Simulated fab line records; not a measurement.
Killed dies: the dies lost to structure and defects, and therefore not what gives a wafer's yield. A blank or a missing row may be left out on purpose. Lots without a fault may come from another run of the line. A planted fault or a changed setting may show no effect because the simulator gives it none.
Matching of chambers	flow nand-harc	NHARC_A_SGD_CUT_ETCHBACK_24 on rie-diel-08: 4 sister chambers
The step etches the open film in CH3F/O2, target depth 50 nm, time 92.857 s. 14 wafers are shown with their chamber, then 7 later ones without.

WAFERS PAIRED WITH THEIR CHAMBERS
wafer	chamber	drypump-motor-current-A (A)	rf-vpp-V (V)	throttle-valve-pct (%)
L074.4	1	5.1	246.2	20.684
L074.5	3	5.2	242.9	20.667
L074.6	2	4.8	245.0	20.675
L076.1	2	4.8	244.1	20.667
L076.2	3	5.2	243.2	20.657
L076.6	3	5.2	241.2	20.661
L082.3	3	5.2	241.7	20.665
L082.4	2	4.8	245.9	20.655
L082.5	0	5.0	242.2	20.666
L085.2	0	5.0	243.7	20.647
L085.5	1	5.0	248.1	20.658
L085.6	2	4.8	243.0	20.643
L088.3	3	5.2	241.0	20.668
L088.4	2	4.8	244.3	20.654

SIGNATURES (averages over the wafers above)
reading	chamber 0	chamber 1	chamber 2	chamber 3	scatter within a chamber
drypump-motor-current-A	5.000	5.050	4.800	5.200	0.0224
rf-vpp-V	242.950	247.150	244.460	242.000	1.08
throttle-valve-pct	20.65650	20.67100	20.65880	20.66360	0.011
Rule: a wafer's distance from a chamber is the root of the sum, over the readings, of the square of ((its reading less the chamber's mean) divided by the reading's scatter). If the next closest chamber is less than 2 further off than the closest, the wafer can't be placed; otherwise it belongs to the closest. The scatter: take each reading less its chamber's mean, square it, sum over the shown wafers, divide by the number of wafers less the number of chambers, and take the root.

WAFERS WITH NO CHAMBER GIVEN
wafer	drypump-motor-current-A (A)	rf-vpp-V (V)	throttle-valve-pct (%)
L088.5	5.2	243.6	20.660
L094.1	5.2	242.1	20.667
L094.2	5.0	242.0	20.650
L094.3	5.0	246.3	20.659
L097.2	5.2	243.0	20.678
L097.3	5.0	247.1	20.667
L097.5	5.2	242.8	20.658

THE CHAMBER EACH PASSED THROUGH
wafer	from the rows above	in truth
L088.5	3	3
L094.1	3	3
L094.2	0	0
L094.3	can't be placed: 1 or 0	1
L097.2	3	3
L097.3	can't be placed: 1 or 0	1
L097.5	3	3
5 of 7 placed correctly. Cannot be placed on the basis of these rows: 2; the candidates contain the true chamber in 2. Placed wrongly: 0.
